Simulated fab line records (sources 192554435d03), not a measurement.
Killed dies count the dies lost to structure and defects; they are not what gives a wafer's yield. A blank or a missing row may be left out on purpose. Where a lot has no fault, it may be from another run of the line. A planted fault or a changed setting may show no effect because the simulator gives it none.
Which tool is to blame? -- flow n5_finfet -- 12 lots with 36 wafers sampled at 4 steps, on a route of 1938 steps

WHAT THE GAUGES SHOWED, per wafer
N5_BEOL_M5_CD_MEAS_35: target cd 28 nm, target cd y 24 nm.
lot,measured,on,cd_nm (nm)
L076,day 8 17:47,cd_sem-01,28.2 28.0 27.5
L077,day 9 00:27,cd_sem-02,27.8 28.0 28.1
L079,day 9 02:33,cd_sem-01,28.2 28.8 27.9
L081,day 9 21:00,cd_sem-03,27.9 28.4 28.1
L083,day 10 13:22,cd_sem-01,27.7 28.5 28.1
L086,day 11 01:28,cd_sem-02,27.4 28.4 27.9
L087,day 11 11:56,cd_sem-03,28.0 28.1 28.4
L089,day 11 19:22,cd_sem-01,27.5 28.2 28.2
L090,day 12 19:48,cd_sem-03,28.0 28.1 27.7
L093,day 12 23:56,cd_sem-02,28.0 27.8 28.1
L096,day 13 14:26,cd_sem-01,28.4 27.4 28.2
L097,day 14 02:19,cd_sem-01,27.8 28.3 28.2

WHAT TOOL EACH LOT RAN ON (gives the tool, then ch and the chambers of the sampled wafers, and finally the start)
lot,N5_BEOL_M4_PRE_CLEAN_45,N5_BEOL_M5_CURE_79,N5_BEOL_M5_STRIP_91
L076,"pvd_sputter-01, day 8 04:55","uv_cure-01 ch 1, day 8 11:46","rie_diel-03 ch 1,2,3, day 8 17:47 or earlier"
L077,"pvd_sputter-01, day 8 14:59","uv_cure-03 ch 2, day 8 19:29","rie_diel-03 ch 1,2, day 9 00:27 or earlier"
L079,"pvd_sputter-02, day 8 18:54","uv_cure-01 ch 0, day 8 23:38","rie_diel-03 ch 1,2,3, day 9 02:33 or earlier"
L081,"pvd_sputter-02, day 9 12:13","uv_cure-01 ch 1, day 9 17:24","rie_diel-02 ch 0,2,3, day 9 21:00 or earlier"
L083,"pvd_sputter-02, day 10 03:44","uv_cure-03 ch 2, day 10 09:19","rie_diel-02 ch 0,1,3, day 10 13:22 or earlier"
L086,"pvd_sputter-01, day 10 17:07","uv_cure-02 ch 1, day 10 21:46","rie_diel-02 ch 0,2,3, day 11 01:28 or earlier"
L087,"pvd_sputter-01, day 11 00:44","uv_cure-01 ch 2, day 11 05:23","rie_diel-05 ch 2,3, day 11 11:56 or earlier"
L089,"pvd_sputter-01, day 11 09:14","uv_cure-02 ch 0, day 11 14:10","rie_diel-05 ch 0,3, day 11 19:22 or earlier"
L090,"pvd_sputter-03, day 12 06:13","uv_cure-03 ch 1, day 12 10:58","rie_diel-05 ch 0,3, day 12 19:48 or earlier"
L093,"pvd_sputter-03, day 12 12:51","uv_cure-02 ch 0, day 12 17:29","rie_diel-02 ch 1,2,3, day 12 23:56 or earlier"
L096,"pvd_sputter-01, day 13 03:43","uv_cure-01 ch 0, day 13 10:22","rie_diel-03 ch 0,2, day 13 14:26 or earlier"
L097,"pvd_sputter-01, day 13 14:56","uv_cure-01 ch 2, day 13 21:28","rie_diel-03 ch 1,2,3, day 14 02:19 or earlier"
- N5_BEOL_M4_PRE_CLEAN_45: time 30 s.
- N5_BEOL_M5_CURE_79: cures SiCOH lowk, time 240 s.
- N5_BEOL_M5_STRIP_91: strips in N2/H2, time 10 s.

THE ANSWER, worked out from the rows above alone
Rule: usual is defined by the lots themselves. The widest of any qualifying gaps counts: lots, ordered by their means at a reading, are off when they make up no more than a third of the lots, leave a main group of 4 or more, and stand apart from it by 3 or more times the standard deviation of that group's means. If all means in a main group match to the digits the tables above print for the reading, that group is not used. A lot without any number at a reading at which 4 lots or more have one is off too. Any other lot the step has rows for is counted as sound.
Across all readings shown, no lot is off: no conclusion can be drawn from this.

WHAT HAD BEEN PUT IN BY THE SIMULATOR
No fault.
